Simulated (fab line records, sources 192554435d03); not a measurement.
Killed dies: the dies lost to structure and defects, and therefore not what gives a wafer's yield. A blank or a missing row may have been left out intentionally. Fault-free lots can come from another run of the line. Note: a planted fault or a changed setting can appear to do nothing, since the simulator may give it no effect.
Chamber matching | flow n5_finfet | N5_BEOL_M0_CUTY_ETCH_62 on rie_diel-04 has 4 sister chambers
The step etches SiARC in CF4, time 58.5 s. 16 wafers are shown with their chamber, then 8 later ones without.

== EACH WAFER AND ITS CHAMBER ==
wafer  | chamber | showerhead_plenum_p_Torr (Torr) | drypump_motor_current_A (A) | throttle_valve_pct (%)
L074.1 | 2       | 2.10                            | 6.1                         | 15.70
L074.2 | 1       | 2.04                            | 6.1                         | 15.47
L074.3 | 0       | 2.28                            | 6.4                         | 15.30
L078.2 | 0       | 2.28                            | 6.4                         | 15.31
L078.5 | 1       | 2.04                            | 6.1                         | 15.50
L078.6 | 2       | 2.10                            | 6.1                         | 15.71
L082.1 | 3       | 2.12                            | 6.0                         | 15.53
L082.2 | 0       | 2.27                            | 6.4                         | 15.32
L082.6 | 0       | 2.27                            | 6.4                         | 15.32
L083.1 | 0       | 2.27                            | 6.4                         | 15.34
L083.3 | 2       | 2.10                            | 6.2                         | 15.73
L083.5 | 0       | 2.27                            | 6.4                         | 15.32
L084.1 | 1       | 2.04                            | 6.1                         | 15.53
L084.2 | 0       | 2.27                            | 6.4                         | 15.32
L084.5 | 1       | 2.04                            | 6.1                         | 15.53
L090.1 | 3       | 2.11                            | 6.0                         | 15.56

SIGNATURES (means of the wafers above)
reading                  | chamber 0 | chamber 1 | chamber 2 | chamber 3 | scatter within a chamber
showerhead_plenum_p_Torr | 2.2729    | 2.0400    | 2.1000    | 2.1150    | 0.00401
drypump_motor_current_A  | 6.400     | 6.100     | 6.133     | 6.000     | 0.0236
throttle_valve_pct       | 15.3186   | 15.5075   | 15.7133   | 15.5450   | 0.0189
Rule: for each reading, subtract the chamber's mean from the wafer's reading, divide by that reading's scatter and square the result; add these up over the readings and take the root, which gives the wafer's distance from the chamber. If the next closest chamber is less than 2 further off than the closest, the wafer can't be placed; otherwise it belongs to the closest. The scatter: the root of (the sum of the squares of (reading less its chamber's mean) over the shown wafers, divided by (wafers less chambers)).

== WAFERS WITH NO CHAMBER GIVEN ==
wafer  | showerhead_plenum_p_Torr (Torr) | drypump_motor_current_A (A) | throttle_valve_pct (%)
L090.4 | 2.03                            | 6.1                         | 15.55
L090.5 | 2.09                            | 6.1                         | 15.74
L092.1 | 2.11                            | 6.0                         | 15.57
L092.3 | 2.03                            | 6.1                         | 15.55
L092.5 | 2.27                            | 6.4                         | 15.37
L093.3 | 2.26                            | 6.4                         | 15.38
L093.5 | 2.11                            | 6.0                         | 15.57
L093.6 | 2.27                            | 6.4                         | 15.37

== WHICH CHAMBER EACH ONE RAN IN ==
wafer  | from the rows above | in truth
L090.4 | 1                   | 1
L090.5 | 2                   | 2
L092.1 | 3                   | 3
L092.3 | 1                   | 1
L092.5 | 0                   | 0
L093.3 | 0                   | 0
L093.5 | 3                   | 3
L093.6 | 0                   | 0
Correctly placed: 8 of 8. From these rows, 0 cannot be placed. Wrongly placed: 0.
